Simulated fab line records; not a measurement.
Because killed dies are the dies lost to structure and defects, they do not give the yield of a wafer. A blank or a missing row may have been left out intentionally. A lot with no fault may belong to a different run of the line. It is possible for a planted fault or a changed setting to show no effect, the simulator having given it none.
Struck lot and sound lot, side by side	flow nandHarc	39 steps out of a route of 1159
Sound: wafers L712.1, L712.2, L712.3. Struck: wafer L719.1. The cause is named last.
At each step with rows: each side's tool, then ch and its chambers, then its first start. Under that, the readings that differ: sound wafers	struck wafers	difference of the means	sigmas: that difference in standard deviations of wafers without a fault.
alike: words and numbers the same on both sides, and readings whose means are apart by under 2 such deviations; not compared: readings that were withheld, readings missing a value for some wafer, numbers with overlapping values and no deviation given by the record, and bounds like >300 which may hide the same value.
A row with sigmas, a row that says differs or no value, or rows on one side alone: a step with any of these is where the two part. Non-overlapping numbers with no deviation appear without sigmas and do not part them. A reading that every wafer of one side lacks parts them only if that side has two wafers or more.

first, 3 steps without rows for these wafers: NHARC_P_M1_EXPOSE_06 (exposes mask P M1, target cd 130 nm); NHARC_P_M1_PEB_07 (peb time 65 s); NHARC_P_M1_DEVELOP_08 (develop time 35 s).
NHARC_P_M1_CD_MEAS_09 targets a cd of 130 nm.
  sound on cdSem-01 ch 0, day 6 07:58; struck on cdSem-02 ch 0, day 8 00:12
  alike: cdNm
NHARC_P_M1_OVL_MEAS_10: pitch 260 nm.
  struck on overlay-01, day 8 00:17; sound on overlay-01, day 6 08:04
  alike: overlayXNm, overlayYNm
NHARC_P_M1_INSPECT_11:
  struck on defectInspect-02, day 8 00:19; sound on defectInspect-01, day 6 08:05
  alike: rawDefectCount
NHARC_P_M1_DESCUM_14: chemistry O2, time 3 s.
  sound on rieDiel-12 ch 0,1,3, day 6 08:10; struck on rieDiel-07 ch 3, day 8 00:23
reading	sound	struck	difference	sigmas
rfVppV (V)	56.3 59.6 56.9	55.6	-2.0	-2
  alike: drypumpMotorCurrentA, oesProductAu, showerheadPlenumPTorr, throttleValvePct
  not compared: rfHoursCounterH
then, 2 steps without rows for these wafers: NHARC_P_M1_ETCH_35 (etches the open film in N2/H2, target depth 40 nm, overetch 12 nm, time 43.94 s); NHARC_P_M1_ETCH_15 (etches the open film in C4F8/Ar, target depth 182.5 nm, time 91.2 s).
NHARC_P_M1_CD_MEAS_16:
  struck on cdSem-01, day 8 00:44; sound on cdSem-01, day 6 08:28
  alike: cdNm
then, 1 step without rows for these wafers: NHARC_P_M1_STRIP_18 (strips in N2/H2).
NHARC_P_M1_ETCH_28: etches the open film in CF4/N2, target depth 30 nm, time 72.99 s.
  sound: rieDiel-07 ch 0,1,3; struck: rieDiel-10 ch 1
  alike: drypumpMotorCurrentA, oesProductAu, rfVppV, showerheadPlenumPTorr, throttleValvePct
  not compared: rfHoursCounterH
NHARC_P_M1_STRIP_19: strips in post etch residue remover, time 600 s.
  sound on wetBench-10 ch 3,5,6, day 6 08:55; struck on wetBench-10 ch 0, day 8 01:12
then, 2 steps without rows for these wafers: NHARC_P_M1_DEGAS_29 (time 60 s); NHARC_P_M1_PRE_CLEAN_30 (time 30 s).
NHARC_P_M1_PVD_20: deposits TaN, target thk 5 nm, time 8.06 s.
  sound on pvdSputter-02; struck on pvdSputter-03
reading	sound	struck	difference	sigmas
throttleValvePct (%)	30.0 29.3 28.9	31.3	+1.9	+2
then, 4 steps without rows for these wafers: NHARC_P_M1_PVD_21 (deposits Cu, target thk 30 nm, time 20.49 s); NHARC_P_M1_ECD_22 (material Cu, target thk 400 nm); NHARC_P_M1_ANNEAL_31 (time 90 s); NHARC_P_M1_CMP_23 (polishes, t overpolish 20 s, target thk 157.82 nm).
NHARC_P_M1_THK_MEAS_24: measures by xrf.
  struck on filmMetro-01, day 8 02:51; sound on filmMetro-01, day 6 10:41
  alike: thkNm
following that, these wafers have no rows for 1 step: NHARC_P_M1_SRD_25.
NHARC_P_M1_PRE_CLEAN_32: time 12 s.
  sound on pecvd-02 ch 0,1,2, day 6 10:54; struck on pecvd-04 ch 0, day 8 03:05
  alike: heaterPowerW
then, 11 steps without rows for these wafers: NHARC_P_M1_DEP_33 (deposits SiCN, target thk 30 nm); NHARC_P_M2_DEP_00 (deposits SiOC, target thk 182.5 nm); NHARC_P_M2_DEHYDRATE_01 (time 120 s); NHARC_P_M2_HMDS_02 (time 30 s); NHARC_P_M2_COAT_34 (time 65 s); NHARC_P_M2_COAT_03 (resist thk 90 nm); NHARC_P_M2_SOFTBAKE_04 (time 55 s); NHARC_P_M2_EBR_05; NHARC_P_M2_EXPOSE_06 (exposes mask P M2, target cd 170 nm); NHARC_P_M2_PEB_07 (peb time 65 s); NHARC_P_M2_DEVELOP_08 (develop time 35 s).
NHARC_P_M2_CD_MEAS_09 targets a cd of 170 nm.
  sound on cdSem-02 ch 0, day 6 12:16; struck on cdSem-02 ch 0, day 8 04:24
  alike: cdNm
NHARC_P_M2_OVL_MEAS_10: pitch 340 nm.
  struck on overlay-02, day 8 04:29; sound on overlay-01, day 6 12:21
  alike: overlayXNm, overlayYNm
NHARC_P_M2_DESCUM_14: chemistry O2, time 3 s.
  sound on rieDiel-03 ch 0,1,3, day 6 12:27; struck on rieDiel-13 ch 0, day 8 05:50
reading	sound	struck	difference	sigmas
hold	- - -	awaitDispo/1.0h/release	no value on the sound wafers	
rfHoursCounterH (h)	24 30 29	2	-26	
  alike: drypumpMotorCurrentA, oesProductAu, rfVppV, showerheadPlenumPTorr, throttleValvePct
NHARC_P_M2_ETCH_35: etches the open film in N2/H2, target depth 40 nm, overetch 12 nm, time 43.94 s.
  sound on rieDiel-03 ch 0,1,3, day 6 12:33; struck on rieDiel-13 ch 2, day 8 05:54
reading	sound	struck	difference	sigmas
rfHoursCounterH (h)	30 24 29	2	-26	
  alike: drypumpMotorCurrentA, oesProductAu, rfVppV, showerheadPlenumPTorr, throttleValvePct
-- the record jumps here: 14 days lie between the struck wafers' starts before and after (it left off in module P_M2 and takes up again in module END, whose first step shown is number 1159 of the route) --
NHARC_END_SORT_01:
  sound on prober-01 ch 0, day 20 08:54; struck on prober-01 ch 0, day 22 00:31
reading	sound	struck	difference	sigmas
hold	- - -	awaitDispo/4.6h/release	no value on the sound wafers	
defectLimitedYield (%)	97.0 97.8 97.6	86.1	-11.4	-7
killedAtPeriphery	0 2 2	58	+57	+30
killedDies	20 15 16	94	+77	+6
killedOpen	5 3 2	0	-3	-2
sort_bin_2_pct (%)	1.0 0.7 0.4	4.6	+3.9	+5
sort_bin_3_pct (%)	0.15 0.30 0.15	2.36	+2.16	+9
sort_bin_4_pct (%)	1.8 1.2 1.8	6.9	+5.3	+5
sortNPass	657 662 661	583	-77	-6
sortRimYieldPct (%)	98 96 96	86	-11	-3
sortYieldPct (%)	97.0 97.8 97.6	86.1	-11.4	-7
  alike: killedAtArray, killedAtOther, killedShort

## WHERE THEY PART
Last at NHARC_END_SORT_01 as far as this record goes, first at NHARC_P_M1_DESCUM_14.

WHY: what had been put in by the simulator
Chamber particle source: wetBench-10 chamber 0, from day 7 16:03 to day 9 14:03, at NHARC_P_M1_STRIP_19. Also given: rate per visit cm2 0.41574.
